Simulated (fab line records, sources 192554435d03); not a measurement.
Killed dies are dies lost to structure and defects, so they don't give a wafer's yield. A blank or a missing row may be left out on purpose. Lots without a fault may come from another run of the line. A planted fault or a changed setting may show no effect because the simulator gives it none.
A struck lot beside a sound one | flow n5_finfet | 20 steps out of a route of 1938
Sound: wafers L542.1, L542.4, L542.6. Struck: wafers L555.2, L555.4, L555.6. The cause comes at the end.
At each step with rows: each side's tool, then ch and its chambers, then its first start. Under that, the readings that differ: sound wafers | struck wafers | difference of the means | sigmas: that difference in standard deviations of wafers without a fault.
alike: readings whose means differ by less than 2 such deviations, and words and numbers that are the same on both sides. not compared: withheld readings, readings that some wafer has no value for, bounds like >300 that may hide the same value, and numbers for which the record gives no deviation and whose values overlap.
The two part at a step that has a row with sigmas, a row that says differs or no value, or rows on one side only. Numbers that don't overlap but have no deviation are shown without sigmas and don't part them. A reading that every wafer of one side lacks parts them only if that side has two wafers or more.

first, 8 steps without rows for these wafers: N5_BEOL_M11_DESCUM_16 (chemistry O2, time 7.9 s); N5_BEOL_M11_ETCH_61 (etches SiARC in CF4, target depth 39 nm, time 65 s); N5_BEOL_M11_ETCH_62 (etches SOC in N2/H2, target depth 110 nm, overetch 22 nm, time 165 s); N5_BEOL_M11_STRIP_68 (strips in N2/H2); N5_BEOL_M11_STRIP_67 (strips in CF4); N5_BEOL_M11_HM_OPEN_17 (chemistry Cl2/BCl3, target TiN, target depth 20 nm, overetch 6 nm); N5_BEOL_M11_STRIP_19 (strips in O2); N5_BEOL_M11_COAT_63 (time 60 s, resist thk 100 nm).
N5_BEOL_M11_COAT_64: time 60 s, resist thk 30 nm.
  sound on litho_track-04 ch 0, day 11 05:28; struck on litho_track-04 ch 0, day 14 12:26
  reading                                     | sound                | struck               | difference | sigmas
  spin_speed_rpm (rpm)                        | 1502.0 1501.6 1500.0 | 1300.5 1300.6 1300.8 | -200.6     | -99 or more
  model.SiARC_of_BEOL_M11_COAT_64.thk_nm (nm) | 30 30.2 30.2         | 32.2 32.2 32.4       | +2.1       |
then, 7 steps without rows for these wafers: N5_BEOL_M11_COAT_22 (resist thk 90 nm); N5_BEOL_M11_EBR_24; N5_BEOL_M11_SOFTBAKE_23 (time 60 s); N5_BEOL_M11_EXPOSE_25 (exposes mask V10); N5_BEOL_M11_PEB_26 (peb time 60 s); N5_BEOL_M11_DEVELOP_27 (develop time 30 s); N5_BEOL_M11_DESCUM_33 (chemistry O2, time 7.9 s).
N5_BEOL_M11_ETCH_65: etches SiARC in CF4, target depth 39 nm, time 65 s.
  sound on rie_diel-06 ch 1,2,3, day 11 06:00; struck on rie_diel-04 ch 0,3, day 14 13:22
  reading                                       | sound             | struck            | difference | sigmas
  model.etch.depth_nm (nm)                      | 30.09 30.13 30.13 | 32.23 32.23 32.34 | +2.15      |
  model.CAR-ArF_of_BEOL_M11_COAT_22.thk_nm (nm) | 55.6 55.4 55.4    | 53.4 53.4 52.8    | -2.3       |
  alike: chamber_pressure_mTorr, drypump_motor_current_A, etch_rf_on_time_s, oes_product_au, rf_fwd_power_W, rf_vpp_V, showerhead_plenum_p_Torr, throttle_valve_pct
  not compared: rf_hours_counter_h
N5_BEOL_M11_ETCH_66: etches SOC in N2/H2, target depth 120 nm, overetch 24 nm, time 180 s.
  sound on rie_diel-06 ch 1,2,3, day 11 06:03; struck on rie_diel-04 ch 0,3, day 14 13:25
  reading                                     | sound        | struck   | difference | sigmas
  model.SiARC_of_BEOL_M11_COAT_64.thk_nm (nm) | 22.8 22.8 23 | 25 25 25 | +2         |
  alike: chamber_pressure_mTorr, drypump_motor_current_A, oes_product_au, rf_fwd_power_W, rf_vpp_V, showerhead_plenum_p_Torr, throttle_valve_pct
  not compared: rf_hours_counter_h
then, 1 step without rows for these wafers: N5_BEOL_M11_STRIP_69 (strips in N2/H2).
N5_PASSIVATION_PROBE_49:
  sound on prober-02, day 12 23:58; struck on prober-01, day 16 07:59
  alike: defect_limited_yield, killed_at_M0_to_M3, killed_at_M4_up, killed_at_contacts, killed_at_front_end, killed_at_other, killed_dies, killed_on_rim, killed_open, killed_short, sort_bin_5_function, sort_bin_6_memory, sort_n_pass, sort_yield_pct

WHERE THEY PART
Only at N5_BEOL_M11_COAT_64, within this record. Later steps at which nothing parts them and some readings are alike: N5_BEOL_M11_ETCH_65, N5_BEOL_M11_ETCH_66, N5_PASSIVATION_PROBE_49.

WHY: what the simulator had put in
Process parameter drift: litho_track-04, from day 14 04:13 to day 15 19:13, at N5_BEOL_M11_COAT_64. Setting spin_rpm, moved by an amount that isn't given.
